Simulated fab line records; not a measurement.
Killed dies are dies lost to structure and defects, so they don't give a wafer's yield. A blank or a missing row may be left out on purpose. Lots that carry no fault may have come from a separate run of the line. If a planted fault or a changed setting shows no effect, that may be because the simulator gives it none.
Which tool is to blame? / flow nand harc / 11 lots, 33 wafers sampled, at 5 steps of a route of 1159

## WHAT THE GAUGES READ, wafer by wafer
NHARC_END_SORT_01.
lot=L136; measured=day 20 05:43; on=prober-02; killed at array=24 28 38
lot=L146; measured=day 22 05:43; on=prober-01; killed at array=28 26 27
lot=L144; measured=day 22 07:16; on=prober-02; killed at array=30

## WHICH TOOL RAN EACH LOT (tool, then ch and the chambers of the sampled wafers, then the start)
lot=L134; NHARC_A_CONTACT_ETCH_90=rie diel-01 ch 0,3, day 16 04:32; NHARC_A_CONTACT_ETCH_102=rie diel-01 ch 0,1,3, day 16 05:15; NHARC_A_CONTACT_SOFTBAKE_64=litho track-06 ch 0, day 16 09:00; NHARC_A_CONTACT_ETCH_75=rie diel-08 ch 0,2,3, day 16 09:50
lot=L136; NHARC_A_CONTACT_ETCH_90=rie diel-11 ch 0,3, day 16 16:23; NHARC_A_CONTACT_ETCH_102=rie diel-08 ch 0,2,3, day 16 16:55; NHARC_A_CONTACT_SOFTBAKE_64=litho track-06 ch 0, day 16 21:00; NHARC_A_CONTACT_ETCH_75=rie diel-01 ch 0,3, day 16 22:02
lot=L135; NHARC_A_CONTACT_ETCH_90=rie diel-01 ch 0,1,3, day 16 17:26; NHARC_A_CONTACT_ETCH_102=rie diel-01 ch 1,2, day 16 18:02; NHARC_A_CONTACT_SOFTBAKE_64=litho track-01 ch 0, day 16 22:00; NHARC_A_CONTACT_ETCH_75=rie diel-01 ch 0,2,3, day 16 23:35
lot=L138; NHARC_A_CONTACT_ETCH_90=rie diel-08 ch 1,2, day 18 01:14; NHARC_A_CONTACT_ETCH_102=rie diel-08 ch 0,1, day 18 01:44; NHARC_A_CONTACT_SOFTBAKE_64=litho track-01 ch 0, day 18 08:00; NHARC_A_CONTACT_ETCH_75=rie diel-08 ch 0,1,2, day 18 08:59
lot=L142; NHARC_A_CONTACT_ETCH_90=rie diel-08 ch 0,1,2, day 18 20:58; NHARC_A_CONTACT_ETCH_102=rie diel-01 ch 1,3, day 18 21:32; NHARC_A_CONTACT_SOFTBAKE_64=litho track-06 ch 0, day 19 01:00; NHARC_A_CONTACT_ETCH_75=rie diel-08 ch 0,1, day 19 02:20
lot=L146; NHARC_A_CONTACT_ETCH_90=rie diel-01 ch 1,3, day 19 09:25; NHARC_A_CONTACT_ETCH_102=rie diel-01 ch 0,3, day 19 10:46; NHARC_A_CONTACT_SOFTBAKE_64=litho track-04 ch 0, day 19 14:00; NHARC_A_CONTACT_ETCH_75=rie diel-11 ch 0,1, day 19 15:29
lot=L144; NHARC_A_CONTACT_ETCH_90=rie diel-11 ch 0,1,3, day 19 09:27; NHARC_A_CONTACT_ETCH_102=rie diel-11 ch 0,1,3, day 19 10:14; NHARC_A_CONTACT_SOFTBAKE_64=litho track-06 ch 0, day 19 13:00; NHARC_A_CONTACT_ETCH_75=rie diel-01 ch 0,1,3, day 19 13:55
lot=L148; NHARC_A_CONTACT_ETCH_90=rie diel-08 ch 1,2,3, day 20 09:49; NHARC_A_CONTACT_ETCH_102=rie diel-11 ch 0,1, day 20 10:22; NHARC_A_CONTACT_SOFTBAKE_64=litho track-01 ch 0, day 20 13:00; NHARC_A_CONTACT_ETCH_75=rie diel-08 ch 0,3, day 20 14:24
lot=L152; NHARC_A_CONTACT_ETCH_90=rie diel-01 ch 0,1,3, day 21 03:47; NHARC_A_CONTACT_ETCH_102=rie diel-11 ch 0,2,3, day 21 04:25; NHARC_A_CONTACT_SOFTBAKE_64=litho track-04 ch 0, day 21 09:00; NHARC_A_CONTACT_ETCH_75=rie diel-08 ch 0,1,3, day 21 09:53
lot=L155; NHARC_A_CONTACT_ETCH_90=rie diel-08 ch 1,2, day 21 15:08; NHARC_A_CONTACT_ETCH_102=rie diel-08 ch 2,3, day 21 15:43; NHARC_A_CONTACT_SOFTBAKE_64=litho track-01 ch 0, day 21 19:00; NHARC_A_CONTACT_ETCH_75=rie diel-08 ch 0,1,2, day 21 19:59
lot=L156; NHARC_A_CONTACT_ETCH_90=rie diel-11 ch 1,3, day 21 15:17; NHARC_A_CONTACT_ETCH_102=rie diel-08 ch 0,1,3, day 21 16:08; NHARC_A_CONTACT_SOFTBAKE_64=litho track-04 ch 0, day 21 20:00; NHARC_A_CONTACT_ETCH_75=rie diel-11 ch 0,1,2, day 21 21:01
- NHARC_A_CONTACT_ETCH_90: etches the open film in CH3F/O2, target depth 40 nm, time 85.7 s.
- NHARC_A_CONTACT_ETCH_102: etches the open film in CF4/O2, target depth 70 nm, overetch 7 nm, time 38.5 s.
- NHARC_A_CONTACT_SOFTBAKE_64: time 55 s.
- NHARC_A_CONTACT_ETCH_75: etches the open film in CF4, target depth 39 nm, time 65 s.

## THE ANSWER, worked out from the rows above alone
Rule: the usual values come from the lots themselves. The widest of any qualifying gaps counts: lots, ordered by their means at a reading, are off when they make up no more than a third of the lots, leave a main group of 4 or more, and stand apart from it by 3 or more times the standard deviation of that group's means. Not used: any main group whose means are identical at the precision the tables above print for the reading. Also off: a lot with no number at a reading for which 4 or more lots have one. Any other lot the step has rows for is counted as sound.
Across all readings shown, no lot is off: no conclusion can be drawn from this.

## WHAT THE SIMULATOR HAD INSERTED
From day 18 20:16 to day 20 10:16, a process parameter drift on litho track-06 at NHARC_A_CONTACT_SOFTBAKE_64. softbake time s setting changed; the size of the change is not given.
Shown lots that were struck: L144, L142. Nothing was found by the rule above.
